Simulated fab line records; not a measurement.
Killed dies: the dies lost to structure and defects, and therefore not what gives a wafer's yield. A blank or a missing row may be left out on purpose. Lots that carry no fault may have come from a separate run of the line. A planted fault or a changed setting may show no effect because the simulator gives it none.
Split-lot experiment -- flow n5_finfet -- route with 1938 steps; 7 lots, 39 wafers read

## SPLIT DETAILS
At N5_BEOL_M10_DEVELOP_10 (develop time 30 s), the setting develop_time_s was moved away from the recipe's 30 s on 15 of the 39 wafers read, by -53.3% to +42.7%. This setting was run at the recipe's value on the other wafers.

## FROM THE SPLIT TO THE READING: what the file shows between them, 13 steps
- N5_BEOL_M10_CD_MEAS_11: target cd 64.1 nm
- N5_BEOL_M10_DESCUM_16: chemistry O2, time 7.9 s
- N5_BEOL_M10_ETCH_61: etches SiARC in CF4, target depth 39 nm, time 65 s
- N5_BEOL_M10_ETCH_62: etches SOC in N2/H2, target depth 110 nm, overetch 22 nm, time 165 s
- N5_BEOL_M10_STRIP_68: strips in N2/H2
- N5_BEOL_M10_STRIP_67: strips in CF4
- N5_BEOL_M10_HM_OPEN_17: chemistry Cl2/BCl3, target TiN, target depth 20 nm, overetch 6 nm
- N5_BEOL_M10_STRIP_19: strips in O2
- N5_BEOL_M10_CD_MEAS_18: pitch 140 nm, target cd 70 nm
- N5_BEOL_M10_COAT_63: time 60 s, resist thk 100 nm
- N5_BEOL_M10_COAT_64: time 60 s, resist thk 30 nm
- N5_BEOL_M10_PRECLEAN_42: cleans in residue remover, time 60 s
- N5_BEOL_M10_SRD_43: time 30 s

## THE READING
cd_nm, in nm, at N5_BEOL_M10_CD_MEAS_35 (target cd 70 nm). A value of 69.9 nm with a standard deviation of 0.65 nm is what fault-free wafers of this fab line usually give.

wafer,"tool, chamber at the split","develop_time_s as run, s",against the recipe,"cd_nm, nm",against lot-mates on the recipe
L075.1,"litho_track-01, 0",15.71,-47.6%,66.8,-2.9
L075.2,"litho_track-01, 0",30,recipe,69.2,-
L075.3,"litho_track-01, 0",30,recipe,70.4,-
L075.4,"litho_track-01, 0",15.71,-47.6%,67.6,-2.1
L075.5,"litho_track-01, 0",30,recipe,69.4,-
L075.6,"litho_track-01, 0",15.71,-47.6%,66.7,-3.0
L084.2,"litho_track-05, 0",30,recipe,69.5,-
L084.4,"litho_track-05, 0",30,recipe,68.7,-
L084.6,"litho_track-05, 0",30,recipe,69.3,-
L086.1,"litho_track-01, 0",42.81,+42.7%,71.4,+1.1
L086.2,"litho_track-01, 0",42.81,+42.7%,72.7,+2.4
L086.3,"litho_track-01, 0",30,recipe,70.5,-
L086.4,"litho_track-01, 0",42.81,+42.7%,71.2,+0.9
L086.5,"litho_track-01, 0",30,recipe,70.4,-
L086.6,"litho_track-01, 0",30,recipe,70.1,-
L089.1,"litho_track-01, 0",30,recipe,70.9,-
L089.2,"litho_track-01, 0",30,recipe,70.3,-
L089.3,"litho_track-01, 0",20.42,-31.9%,68.7,-1.8
L089.4,"litho_track-01, 0",30,recipe,70.4,-
L089.5,"litho_track-01, 0",20.42,-31.9%,68.5,-2.0
L089.6,"litho_track-01, 0",20.42,-31.9%,68.2,-2.3
L090.1,"litho_track-01, 0",30,recipe,70.8,-
L090.2,"litho_track-01, 0",30,recipe,70.0,-
L090.3,"litho_track-01, 0",30,recipe,69.2,-
L090.4,"litho_track-01, 0",30,recipe,70.4,-
L090.5,"litho_track-01, 0",30,recipe,69.6,-
L090.6,"litho_track-01, 0",30,recipe,70.6,-
L092.1,"litho_track-01, 0",30,recipe,70.4,-
L092.2,"litho_track-01, 0",14,-53.3%,68.2,-2.8
L092.3,"litho_track-01, 0",14,-53.3%,66.9,-4.1
L092.4,"litho_track-01, 0",30,recipe,70.8,-
L092.5,"litho_track-01, 0",30,recipe,71.8,-
L092.6,"litho_track-01, 0",14,-53.3%,66.6,-4.4
L094.1,"litho_track-05, 0",30,recipe,69.8,-
L094.2,"litho_track-05, 0",16.5,-45.0%,66.4,-3.1
L094.3,"litho_track-05, 0",30,recipe,69.2,-
L094.4,"litho_track-05, 0",16.5,-45.0%,67.6,-1.9
L094.5,"litho_track-05, 0",16.5,-45.0%,67.0,-2.5
L094.6,"litho_track-05, 0",30,recipe,69.4,-

FIT RESULTS
A straight line over all 39 wafers: cd_nm changes by +0.0541 nm for each +1% of develop_time_s; r = +0.90; the points scatter about the line by 0.71 nm.
The same after taking each lot's own level away (the mean of its wafers on the recipe; 39 wafers): +0.0543 nm for each +1%; r = +0.93; scatter 0.58 nm.
That fit puts the effect of the largest move of develop_time_s on the reading at 2.9 nm.
The span of the lots' own levels, 69.17 to 71.00 nm, comes to 2.8 times the standard deviation stated above.
Hence the lot-to-lot level has little effect on the slope; both slopes agree.
Check: with one of the wafers moved furthest among these (-53.3%) left out of the fit, the line predicts -3.09 nm for it against its lot-mates. Against them it came out at -2.8 nm.

## THE WHOLE CHAIN: every reading that the file lists as answering this split, in the file's order
step,what it does,reading,change (the file's fit),r (the file's)
N5_BEOL_M10_DEVELOP_10,develop time 30 s,"CAR-ArF_of_BEOL_M10_COAT_05.thk_nm (the simulator's own value, which no gauge read)",-0.0126 nm for each +1% of the setting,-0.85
N5_BEOL_M10_CD_MEAS_11,target cd 64.1 nm,cd_nm,+0.0627 nm for each +1% of the setting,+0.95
N5_BEOL_M10_ETCH_61,"etches SiARC in CF4, target depth 39 nm, time 65 s","BEOL_M10.cd_offset_nm (the simulator's own value, which no gauge read)",+0.0596 nm for each +1% of the setting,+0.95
N5_BEOL_M10_ETCH_62,"etches SOC in N2/H2, target depth 110 nm, overetch 22 nm, time 165 s","BEOL_M10.cd_offset_nm (the simulator's own value, which no gauge read)",+0.0563 nm for each +1% of the setting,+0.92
N5_BEOL_M10_CD_MEAS_18,"pitch 140 nm, target cd 70 nm",cd_nm,+0.0565 nm for each +1% of the setting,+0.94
N5_BEOL_M10_CD_MEAS_35,target cd 70 nm,cd_nm,+0.0568 nm for each +1% of the setting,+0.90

## FILE'S OWN FIT
cd_nm changes by +0.0568 nm for each +1% of develop_time_s, r = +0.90.
